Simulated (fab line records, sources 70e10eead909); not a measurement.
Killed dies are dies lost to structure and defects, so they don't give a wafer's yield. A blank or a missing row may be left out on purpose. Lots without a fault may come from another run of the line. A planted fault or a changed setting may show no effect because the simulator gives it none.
fab line records | flow nand_harc
record lots=5 wafers=15 last_day=33
route steps=1302 shown A_CHANNEL_HOLE_D1@456
lots that met no fault: from a run of the same line without faults
start_h: hours from the record's first day to the start of the lot's first wafer shown | wait_h: hours since the lot's step before | " the same as in the row above | L1.1+2: a row that stands for several wafers | - no value, or no start given | * or withheld: withheld | < > ~ a bound
route shown NAME@n: a module of which the file shows steps, and the number in the route of the first | usual: mean/standard deviation of fault-free wafers | same: alike in all rows | chamber/n: place in a boat | sites: the reading at each site | _std_site: their standard deviation | _edge_site: outer sites' mean less inner sites' | radius_mm: how far each site lies from the wafer's centre | mask NAME#n: copy n | behind: the tool/chamber that last shaped the wafer | hold: why the lot was held/for how many hours/how that ended | device: the transistor (n, p or np) that didn't switch | end of line: the same wafers' tests at the end of the route | a step without rows: its recipe alone | killed: dies lost to structure and defects at the first sort, not the wafer's yield | map: a wafer's dies, x killed, . not, _ none there
set.NAME: the setting as run; set.NAME@STEP: as run at that earlier step | model.NAME: the simulator's own value behind a step, which no gauge read
lots at some steps of the route; a table a step, a row a wafer
services: from which hour (start_h, from the record's first day; less than 0 if before it) a tool's chamber was out of use, for how many hours, and why
## steps
# step NHARC_A_CHANNEL_HOLE_D1_COAT_04
# recipe spin_rpm=1500 resist_thk_nm=90
# step NHARC_A_CHANNEL_HOLE_D1_SOFTBAKE_05
# recipe temp_c=105 time_s=55
# step NHARC_A_CHANNEL_HOLE_D1_EBR_06
# step NHARC_A_CHANNEL_HOLE_D1_EXPOSE_07
# recipe na=1.35 target_cd_nm=100 sigma_outer=0.3 dose_mj=59.65 mask_id=HOLE_D1
# step NHARC_A_CHANNEL_HOLE_D1_PEB_08
# recipe peb_temp_c=100 peb_time_s=65
# step NHARC_A_CHANNEL_HOLE_D1_DEVELOP_09
# recipe develop_time_s=35 dev_temp_c=23
# step NHARC_A_CHANNEL_HOLE_D1_CD_MEAS_10
# recipe target_cd_nm=100 landing_energy_ev=500
# usual cd_nm=100.2/0.36
# columns lot.wafer tool chamber start_h wait_h cd_nm
L153.3 cd_sem-01 0 229.45 - 99.8
L153.4 " 0 " " 100.0
L153.5 " 0 " " 100.0
L156.3 cd_sem-02 0 263.57 - 100.6
L156.5 " 0 " " 100.6
L156.6 " 0 " " 100.8
L164.1 cd_sem-02 0 346.39 - 100.6
L164.2 " 0 " " 100.2
L164.6 " 0 " " 100.3
L166.2 cd_sem-01 0 356.56 - 99.9
L166.4 " 0 " " 100.1
L166.5 " 0 " " 100.1
L171.2 cd_sem-01 0 415.00 - 100.3
L171.3 " 0 " " 99.8
L171.4 " 0 " " 99.8
# step NHARC_A_CHANNEL_HOLE_D1_OVL_MEAS_11
# usual overlay_x_nm=-0.3/0.83 overlay_y_nm=0.1/0.89
# columns lot.wafer tool chamber start_h wait_h overlay_x_nm overlay_y_nm
L153.3 overlay-01 - 229.53 - -0.1 1.3
L153.4 " - " " -0.1 1.8
L153.5 " - " " 0.1 1.3
L156.3 overlay-02 - 263.65 - -1.0 0.7
L156.5 " - " " -1.2 0.4
L156.6 " - " " -1.2 0.5
L164.1 overlay-01 - 346.48 - -0.1 -0.2
L164.2 " - " " -0.4 -0.6
L164.6 " - " " -0.3 -0.7
L166.2 overlay-02 - 356.65 - 0.6 1.5
L166.4 " - " " 0.4 0.6
L166.5 " - " " 0.6 0.8
L171.2 overlay-02 - 415.08 - -0.5 -0.1
L171.3 " - " " -0.6 -0.2
L171.4 " - " " -0.5 0.4
# step NHARC_A_CHANNEL_HOLE_D1_INSPECT_12
# usual raw_defect_count=6.0/2.9
# columns lot.wafer tool chamber start_h wait_h raw_defect_count
L153.3 defect_inspect-02 - 229.57 0.0 7
L153.4 " - " " 6
L153.5 " - " " 9
L156.3 defect_inspect-02 - 263.69 0.0 4
L156.5 " - " " 11
L156.6 " - " " 6
L164.1 defect_inspect-02 - 346.51 0.0 7
L164.2 " - " " 5
L164.6 " - " " 9
L166.2 defect_inspect-02 - 356.68 0.0 3
L166.4 " - " " 7
L166.5 " - " " 13
L171.2 defect_inspect-01 - 415.12 0.0 10
L171.3 " - " " 1
L171.4 " - " " 0
# step NHARC_A_CHANNEL_HOLE_D1_DESCUM_15
# recipe time_s=3 o2_flow_sccm=200 ar_flow_sccm=0 bias_power_w=0 chemistry=O2
# usual drypump_motor_current_A=5.5/0.46 oes_product_au=1.000/0.0069 rf_vpp_V=57.7/0.87 showerhead_plenum_p_Torr=1.88/0.043 throttle_valve_pct=11.312/0.0085
# columns lot.wafer tool chamber start_h wait_h drypump_motor_current_A oes_product_au rf_hours_counter_h rf_vpp_V showerhead_plenum_p_Torr throttle_valve_pct
L153.3 rie_diel-06 0 229.64 0.1 4.8 0.996 5 56.9 1.90 11.312
L153.4 " 2 " " 5.5 0.998 7 59.6 1.90 11.314
L153.5 " 3 " " 6.1 1.000 - 56.7 1.88 11.320
L156.3 rie_diel-06 3 263.77 0.1 6.1 0.997 11 58.0 1.88 11.307
L156.6 " 0 " " 4.8 0.999 - 58.8 1.90 11.304
L156.5 " 1 " " 5.6 1.000 - 58.0 1.86 11.306
L164.2 rie_diel-06 3 346.59 0.1 6.0 1.005 2 57.4 1.88 11.320
L164.1 " 1 " " 5.6 0.989 2 58.9 1.86 11.314
L164.6 " 3 " " 6.1 0.997 - 57.8 1.87 11.318
L166.2 rie_diel-02 1 357.06 0.4 5.7 1.001 48 55.9 1.77 11.311
L166.5 " 0 " " 5.1 1.010 - 57.8 1.85 11.312
L166.4 " 1 " " 5.7 1.006 - 56.6 1.77 11.315
L171.3 rie_diel-06 1 415.19 0.1 5.6 1.013 8 57.6 1.86 11.322
L171.2 " 3 " " 6.1 1.011 7 57.3 1.87 11.308
L171.4 " 0 " " 4.8 0.999 - 59.8 1.90 11.311
# step NHARC_A_CHANNEL_HOLE_D1_ETCH_38
# recipe target_depth_a=390 over_etch_frac=0.3 time_s=65 ion_energy_ev=80 cf4_flow_sccm=150 ar_flow_sccm=0 rf_w=300 bias_w=100 chemistry=CF4
# usual drypump_motor_current_A=5.5/0.47 oes_product_au=1.000/0.0067 rf_vpp_V=151.0/0.94 run_length_s=86.0/0.55 showerhead_plenum_p_Torr=1.74/0.036 throttle_valve_pct=13.283/0.0096
# columns lot.wafer tool chamber start_h wait_h drypump_motor_current_A oes_product_au rf_hours_counter_h rf_vpp_V run_length_s showerhead_plenum_p_Torr throttle_valve_pct
L153.4 rie_diel-06 1 229.71 0.1 5.6 1.009 7 151.6 85.7 1.72 13.272
L153.3 " 0 " " 4.8 1.012 5 151.0 85.6 1.76 13.285
L153.5 " 1 " " 5.6 1.004 - 151.3 85.6 1.72 13.291
L156.3 rie_diel-06 3 263.84 0.1 6.1 0.996 11 152.3 85.6 1.74 13.273
L156.5 " 2 " " 5.5 1.000 - 151.1 87.0 1.76 13.283
L156.6 " 3 " " 6.1 0.985 - 149.7 85.6 1.74 13.279
L164.1 rie_diel-06 3 346.68 0.1 6.1 0.988 2 152.8 85.3 1.74 13.297
L164.2 " 0 " " 4.8 0.987 2 150.8 85.4 1.75 13.296
L164.6 " 1 " " 5.6 0.996 - 150.4 86.0 1.72 13.281
L166.2 rie_diel-02 2 357.27 0.2 5.7 1.001 37 151.6 86.4 1.79 13.283
L166.4 " 0 " " 5.1 1.006 42 152.6 85.5 1.71 13.283
L166.5 " 2 " " 5.7 1.004 - 151.0 86.1 1.79 13.292
L171.3 rie_diel-06 0 415.61 0.4 4.8 0.997 8 149.9 85.7 1.75 13.276
L171.2 " 3 " " 6.1 1.001 8 150.3 85.4 1.73 13.288
L171.4 " 0 " " 4.8 0.991 - 150.4 85.3 1.75 13.277
# step NHARC_A_CHANNEL_HOLE_D1_ETCH_39
# recipe target_depth_a=2600 over_etch_frac=0.3 time_s=325 ion_energy_ev=200 n2_flow_sccm=150 h2_flow_sccm=150 ar_flow_sccm=0 rf_w=400 bias_w=150 chemistry=N2/H2
# usual drypump_motor_current_A=5.5/0.46 oes_product_au=1.000/0.0067 rf_vpp_V=429.4/1.5 run_length_s=346.0/0.54 showerhead_plenum_p_Torr=2.00/0.044 throttle_valve_pct=14.171/0.009
# columns lot.wafer tool chamber start_h wait_h drypump_motor_current_A oes_product_au rf_hours_counter_h rf_vpp_V run_length_s showerhead_plenum_p_Torr throttle_valve_pct
L153.4 rie_diel-06 2 - - 5.5 0.997 7 427.9 346.7 2.02 14.175
L153.3 " 0 " " 4.8 0.991 5 428.7 345.5 2.03 14.172
L153.5 " 2 " " 5.5 1.000 - 430.0 346.4 2.02 14.178
L156.3 rie_diel-06 2 - - 5.5 0.996 11 431.3 346.8 2.02 14.184
L156.6 " 3 " " 6.1 0.992 - 429.9 346.0 2.00 14.190
L156.5 " 0 " " 4.8 1.000 - 429.9 345.5 2.02 14.169
L164.2 rie_diel-06 0 - - 4.8 0.996 2 429.8 345.4 2.02 14.174
L164.1 " 2 " " 5.5 1.009 2 430.0 346.6 2.02 14.164
L164.6 " 3 " " 6.1 1.010 - 429.2 345.4 2.00 14.158
L166.4 rie_diel-02 0 - - 5.1 1.007 42 428.6 345.5 1.97 14.176
L166.2 " 1 " " 5.7 0.994 48 427.7 346.2 1.89 14.170
L166.5 " 0 " " 5.1 1.010 - 429.4 345.3 1.97 14.177
L171.3 rie_diel-06 1 - - 5.6 0.996 9 428.0 346.1 1.98 14.172
L171.2 " 3 " " 6.1 0.986 8 430.8 345.9 2.00 14.172
L171.4 " 3 " " 6.1 1.004 - 428.3 345.6 2.00 14.156
# step NHARC_A_CHANNEL_HOLE_D1_ETCH_34
# recipe target_depth_a=1540 time_s=77 cf4_flow_sccm=100 chf3_flow_sccm=30 ar_flow_sccm=0 rf_w=500 bias_w=200 chemistry=CF4/CHF3
# usual drypump_motor_current_A=5.5/0.47 oes_product_au=0.943/0.024 rf_vpp_V=369.7/1.4 run_length_s=98.0/0.53 showerhead_plenum_p_Torr=1.55/0.034 throttle_valve_pct=16.802/0.0087
# columns lot.wafer tool chamber start_h wait_h drypump_motor_current_A oes_product_au rf_hours_counter_h rf_vpp_V run_length_s showerhead_plenum_p_Torr throttle_valve_pct
L153.4 rie_diel-06 2 230.06 - 5.5 0.974 7 370.2 98.6 1.56 16.797
L153.3 " 1 " " 5.6 0.979 8 368.9 97.8 1.53 16.807
L153.5 " 3 " " 6.1 0.955 - 369.2 97.7 1.55 16.793
L156.3 rie_diel-05 0 264.22 - 6.1 0.993 9 371.2 98.5 1.58 16.793
L156.5 " 3 " " 4.9 0.986 - 369.7 98.4 1.52 16.796
L156.6 " 0 " " 6.1 0.997 - 371.2 98.1 1.58 16.795
L164.2 rie_diel-06 3 347.01 - 6.1 0.950 2 369.4 98.0 1.54 16.800
L164.1 " 0 " " 4.8 0.936 2 369.5 86.8 1.56 16.806
L164.6 " 2 " " 5.5 0.940 - 371.1 98.4 1.56 16.813
L166.2 rie_diel-02 0 357.68 - 5.1 0.928 42 369.2 97.5 1.52 16.810
L166.4 " 1 " " 5.7 0.938 48 365.9 98.0 1.47 16.809
L166.5 " 3 " " 5.6 0.935 - 366.9 98.8 1.48 16.797
L171.2 rie_diel-06 3 416.18 - 6.1 0.932 8 370.1 97.4 1.54 16.784
L171.3 " 1 " " 5.6 0.931 9 369.2 97.6 1.53 16.810
L171.4 " 3 " " 6.1 0.923 - 370.7 97.4 1.54 16.798
# step NHARC_A_CHANNEL_HOLE_D1_ETCH_16
# recipe target_depth_a=31000 over_etch_frac=0.3 time_s=806 ion_energy_ev=150 o2_flow_sccm=400 cos_flow_sccm=20 ar_flow_sccm=0 rf_w=500 bias_w=300 chemistry=O2/COS
# usual drypump_motor_current_A=5.5/0.45 oes_product_au=0.999/0.007 rf_vpp_V=313.5/1.2 run_length_s=827.1/0.55 showerhead_plenum_p_Torr=3.07/0.067 throttle_valve_pct=28.330/0.0097
# columns lot.wafer tool chamber start_h wait_h drypump_motor_current_A oes_product_au rf_hours_counter_h rf_vpp_V run_length_s showerhead_plenum_p_Torr throttle_valve_pct
L153.3 rie_diel-06 2 - - 5.5 1.002 8 313.8 827.5 3.10 28.328
L153.4 " 0 " " 4.8 0.996 5 312.8 826.4 3.10 28.327
L153.5 " 2 " " 5.5 0.991 - 313.6 827.9 3.10 28.331
L156.3 rie_diel-06 0 264.46 - 4.8 1.003 8 314.0 826.1 3.10 28.319
L156.6 " 2 " " 5.5 1.004 - 314.1 827.6 3.10 28.331
L156.5 " 3 " " 6.1 0.997 - 312.0 826.8 3.07 28.330
L164.2 rie_diel-06 1 - - 5.6 0.993 3 314.5 826.8 3.04 28.340
L164.1 " 0 " " 4.8 0.994 2 313.6 826.3 3.10 28.314
L164.6 " 1 " " 5.6 0.994 - 313.1 827.0 3.04 28.330
L166.2 rie_diel-02 3 - - 5.6 0.991 44 312.3 828.3 2.93 28.351
L166.4 " 2 " " 5.7 0.990 38 315.5 827.4 3.16 28.334
L166.5 " 0 " " 5.1 1.003 - 314.2 826.5 3.03 28.343
L171.3 rie_diel-06 0 - - 4.8 0.986 8 313.2 826.2 3.09 28.340
L171.2 " 1 " " 5.6 0.999 9 313.4 826.6 3.03 28.335
L171.4 " 3 " " 6.1 1.000 - 314.2 826.7 3.06 28.335
## services
# columns tool chamber start_h hours kind
rie_diel-02 0 206.01 5.8 repair
rie_diel-06 0 213.09 - clean
rie_diel-06 1 213.09 - clean
rie_diel-06 2 213.09 - clean
rie_diel-06 3 213.09 - clean
rie_diel-02 - 217.90 9.0 pm
rie_diel-05 - 229.60 9.0 pm
rie_diel-06 0 237.59 - clean
rie_diel-06 1 237.59 - clean
rie_diel-06 2 237.59 - clean
rie_diel-06 3 237.59 - clean
rie_diel-06 0 262.09 - clean
rie_diel-06 1 262.09 - clean
rie_diel-06 2 262.09 - clean
rie_diel-06 3 282.38 6.4 repair
rie_diel-02 3 288.54 8.7 repair
rie_diel-02 0 302.09 14.8 repair
rie_diel-06 - 307.59 9.0 pm
rie_diel-02 3 310.72 5.7 repair
rie_diel-02 2 329.92 27.3 repair
rie_diel-02 3 394.60 6.4 repair
rie_diel-02 - 394.95 9.0 pm
rie_diel-06 2 406.30 112.9 repair
rie_diel-05 - 406.75 9.0 pm
## key
first_sign step=NHARC_A_CHANNEL_HOLE_D1_ETCH_34 reading=run_length_s direction=down sigmas=21 usual=* struck=*
effect none on later readings
met_at NHARC_A_CHANNEL_HOLE_D1_ETCH_34
struck_wafers L164.1
later_rows_left_out L164.1
sort_left_out L164.1
tester_left_out L164
fault kind=process_parameter_drift tool=rie_diel-06 chamber=0 onset_h=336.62 steps=NHARC_A_CHANNEL_HOLE_D1_ETCH_34 channel=time_s offset=* shape=step end_h=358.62 acts_in=* stated=*
# tester_left_out: of these lots the tester's yield and bins aren't shown, on N5 and GAA mostly nor the transistor test; their killed dies are dies lost to structure and defects alone, not to doping, threshold or leakage, so they don't give the yield
# sort_left_out: the simulated sort isn't trusted on such a fault, so these wafers' sort isn't shown, and their yield isn't known
# later_rows_left_out: the simulator's readings of these wafers behind a module that went badly wrong aren't trusted and aren't shown, but for the sort
